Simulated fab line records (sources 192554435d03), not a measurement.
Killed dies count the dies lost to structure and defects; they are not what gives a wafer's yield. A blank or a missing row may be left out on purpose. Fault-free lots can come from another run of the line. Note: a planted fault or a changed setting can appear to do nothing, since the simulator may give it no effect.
Split-lot study	flow n5Finfet	21 wafers read across 7 lots, on a route 1938 steps long

## ON THE SPLIT
At N5_BEOL_M14_SPUTTER_43 (material TaN, target thk 15 nm, time 24.19 s), the setting powerW was moved away from the recipe's 15000 W on 7 of the 21 wafers read, by -9.2% to +16.4%. All remaining wafers had this setting at the recipe value.

The split's own step is where the reading is taken.

## THE READING
TaN_of_BEOL_M14_SPUTTER_43.thkNm (the simulator's own value, which no gauge read), in nm, at N5_BEOL_M14_SPUTTER_43 (material TaN, target thk 15 nm, time 24.19 s). There is no usual value for it anywhere in the file. Across the 14 wafers here that went through the recipe, the average is 15.2 nm and the standard deviation 0.2 nm.

wafer	tool, chamber at the split	powerW as run, W	against the recipe	TaN_of_BEOL_M14_SPUTTER_43.thkNm, nm	against lot-mates on the recipe
L075.1	pvdSputter-02, -	15000	recipe	15.2	-
L075.5	pvdSputter-02, -	15000	recipe	15.2	-
L075.3	pvdSputter-02, -	15000	recipe	15	-
L081.1	pvdSputter-03, -	17460	+16.4%	17.8	+2.4
L081.2	pvdSputter-03, -	17460	+16.4%	17.8	+2.4
L081.5	pvdSputter-03, -	15000	recipe	15.4	-
L085.1	pvdSputter-02, -	15000	recipe	15.6	-
L085.2	pvdSputter-02, -	15000	recipe	15.2	-
L085.5	pvdSputter-02, -	15000	recipe	15.4	-
L086.2	pvdSputter-01, -	15000	recipe	15	-
L086.3	pvdSputter-01, -	15000	recipe	15	-
L086.5	pvdSputter-01, -	15000	recipe	15.2	-
L090.1	pvdSputter-03, -	13620	-9.2%	14	no lot-mate on the recipe
L090.3	pvdSputter-03, -	13620	-9.2%	13.8	no lot-mate on the recipe
L090.5	pvdSputter-03, -	13620	-9.2%	13.6	no lot-mate on the recipe
L093.2	pvdSputter-03, -	16130	+7.5%	16.2	+1.0
L093.4	pvdSputter-03, -	15000	recipe	15.2	-
L093.6	pvdSputter-03, -	15000	recipe	15.2	-
L096.1	pvdSputter-02, -	16980	+13.2%	17	+2.1
L096.2	pvdSputter-02, -	15000	recipe	15	-
L096.3	pvdSputter-02, -	15000	recipe	14.8	-

THE FIT
A straight line over all 21 wafers: TaN_of_BEOL_M14_SPUTTER_43.thkNm changes by +0.152 nm for each +1% of powerW; r = +0.98; the points scatter about the line by 0.19 nm.
The same after taking each lot's own level away (the mean of its wafers on the recipe; 18 wafers): +0.148 nm for each +1%; r = +0.99; scatter 0.11 nm.
According to that fit, moving powerW by its largest amount changes the reading by 2.4 nm.
The span of the lots' own levels, 14.90 to 15.40 nm, comes to 2.5 times the standard deviation stated above.
So the lot-to-lot level changes the slope little: the two slopes agree.
Check: +2.45 nm against its lot-mates is what the line predicts for one of the wafers moved furthest among these (+16.4%) when that wafer is left out of the fit. It came out at +2.4 nm against them.

## FILE'S OWN FIT
TaN_of_BEOL_M14_SPUTTER_43.thkNm changes by +0.149 nm for each +1% of powerW, r = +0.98.
